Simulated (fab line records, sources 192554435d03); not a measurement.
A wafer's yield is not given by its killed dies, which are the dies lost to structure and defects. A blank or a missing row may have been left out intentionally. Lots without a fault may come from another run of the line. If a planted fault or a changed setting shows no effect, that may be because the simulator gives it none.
Split-lot study + flow n5 finfet + 21 wafers read across 7 lots, on a route 1938 steps long

== ABOUT THE SPLIT ==
At N5_BEOL_M7_TRENCH_ETCH_37 (etches SiCOH lowk in C4F6/O2, target depth 93.478 nm, time 31.2 s), the setting time s was moved away from the recipe's 31.2 s on 3 of the 21 wafers read, by -9.1% to +14.3%. This setting was run at the recipe's value on the other wafers.

== FROM THE SPLIT TO THE READING: what the file shows between them, 2 steps ==
- N5_BEOL_M7_ETCH_41: etches SiCN in CH3F/O2, target depth 31.9 nm, time 57.8 s
- N5_BEOL_M7_STRIP_80: strips in N2/H2, time 10 s

== THE READING ==
trench depth nm, in nm, at N5_BEOL_M7_OCD_MEAS_38. Fault-free wafers of this fab line usually give 92.6 nm, standard deviation 2.3 nm.

| wafer  | tool, chamber at the split | time s as run, s | against the recipe | trench depth nm, nm | against lot-mates on the recipe |
|--------|----------------------------|------------------|--------------------|---------------------|---------------------------------|
| L074.1 | rie diel-06, 2             | 31.2             | recipe             | 90.1                | -                               |
| L074.4 | rie diel-06, 1             | 31.2             | recipe             | 90.9                | -                               |
| L074.5 | rie diel-06, 1             | 31.2             | recipe             | 91.9                | -                               |
| L075.3 | rie diel-05, 1             | 31.2             | recipe             | 90.3                | -                               |
| L075.4 | rie diel-05, 3             | 31.2             | recipe             | 90.7                | -                               |
| L075.5 | rie diel-05, 0             | 31.2             | recipe             | 90.9                | -                               |
| L076.3 | rie diel-05, 1             | 31.2             | recipe             | 91.1                | -                               |
| L076.4 | rie diel-05, 2             | 31.2             | recipe             | 94.8                | -                               |
| L076.6 | rie diel-05, 3             | 28.35            | -9.1%              | 83.8                | -9.1                            |
| L078.2 | rie diel-06, 3             | 31.2             | recipe             | 97.4                | -                               |
| L078.5 | rie diel-06, 3             | 35.66            | +14.3%             | 111.8               | +14.4                           |
| L078.6 | rie diel-06, 1             | 35.66            | +14.3%             | 104.8               | +7.4                            |
| L089.1 | rie diel-05, 3             | 31.2             | recipe             | 92.1                | -                               |
| L089.3 | rie diel-05, 2             | 31.2             | recipe             | 94.7                | -                               |
| L089.4 | rie diel-05, 2             | 31.2             | recipe             | 95.0                | -                               |
| L091.2 | rie diel-02, 1             | 31.2             | recipe             | 90.9                | -                               |
| L091.3 | rie diel-02, 0             | 31.2             | recipe             | 94.2                | -                               |
| L091.4 | rie diel-02, 2             | 31.2             | recipe             | 91.5                | -                               |
| L092.1 | rie diel-02, 3             | 31.2             | recipe             | 90.8                | -                               |
| L092.2 | rie diel-02, 1             | 31.2             | recipe             | 91.8                | -                               |
| L092.4 | rie diel-02, 2             | 31.2             | recipe             | 93.4                | -                               |

FIT RESULTS
A straight line over all 21 wafers: trench depth nm changes by +1.08 nm for each +1% of time s; r = +0.92; the points scatter about the line by 2.3 nm.
The same after taking each lot's own level away (the mean of its wafers on the recipe; 21 wafers): +0.809 nm for each +1%; r = +0.93; scatter 1.6 nm.
The reading moves by 12 nm for the largest change in time s, on that fit.
The span of the lots' own levels, 90.63 to 97.40 nm, comes to 2.9 times the standard deviation stated above.
So the lot-to-lot level changes the slope: the two fits differ.
Check: for one of the wafers moved furthest among these (+14.3%), held out of the fit, the line's prediction against its lot-mates is +9.21 nm. Against them it came out at +14.4 nm.

== THE OTHER SPLITS THESE WAFERS WENT THROUGH ==
Note: prior to the reading, these wafers also went through further splits. Each is held against what the fit with the lots' levels taken away leaves over:
| other split on the same wafers | wafers away from the commonest value | r with trench depth nm (lot level and that fit taken away) |
|--------------------------------|--------------------------------------|------------------------------------------------------------|
| N5_BEOL_M6_DESCUM_33 time s    | 9                                    | -0.13                                                      |
| N5_BEOL_M6_ETCH_66 bias w      | 4                                    | +0.00                                                      |
| N5_BEOL_M6_ALD_77 ald cycles   | 8                                    | +0.05                                                      |
| N5_BEOL_M7_DESCUM_33 time s    | 6                                    | +0.05                                                      |

== THE WHOLE CHAIN: every reading that the file lists as answering this split, in the file's order ==
| step                      | what it does                                                      | reading                                                                   | change (the file's fit)               | r (the file's) |
|---------------------------|-------------------------------------------------------------------|---------------------------------------------------------------------------|---------------------------------------|----------------|
| N5_BEOL_M7_TRENCH_ETCH_37 | etches SiCOH lowk in C4F6/O2, target depth 93.478 nm, time 31.2 s | etch.depth nm (the simulator's own value, which no gauge read)            | +0.823 nm for each +1% of the setting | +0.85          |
| N5_BEOL_M7_TRENCH_ETCH_37 | etches SiCOH lowk in C4F6/O2, target depth 93.478 nm, time 31.2 s | BEOL_M7.feature depth nm (the simulator's own value, which no gauge read) | +0.823 nm for each +1% of the setting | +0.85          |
| N5_BEOL_M7_OCD_MEAS_38    |                                                                   | trench depth nm                                                           | +0.837 nm for each +1% of the setting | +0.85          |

== THE FILE'S OWN FIT ==
trench depth nm changes by +0.837 nm for each +1% of time s, r = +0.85.
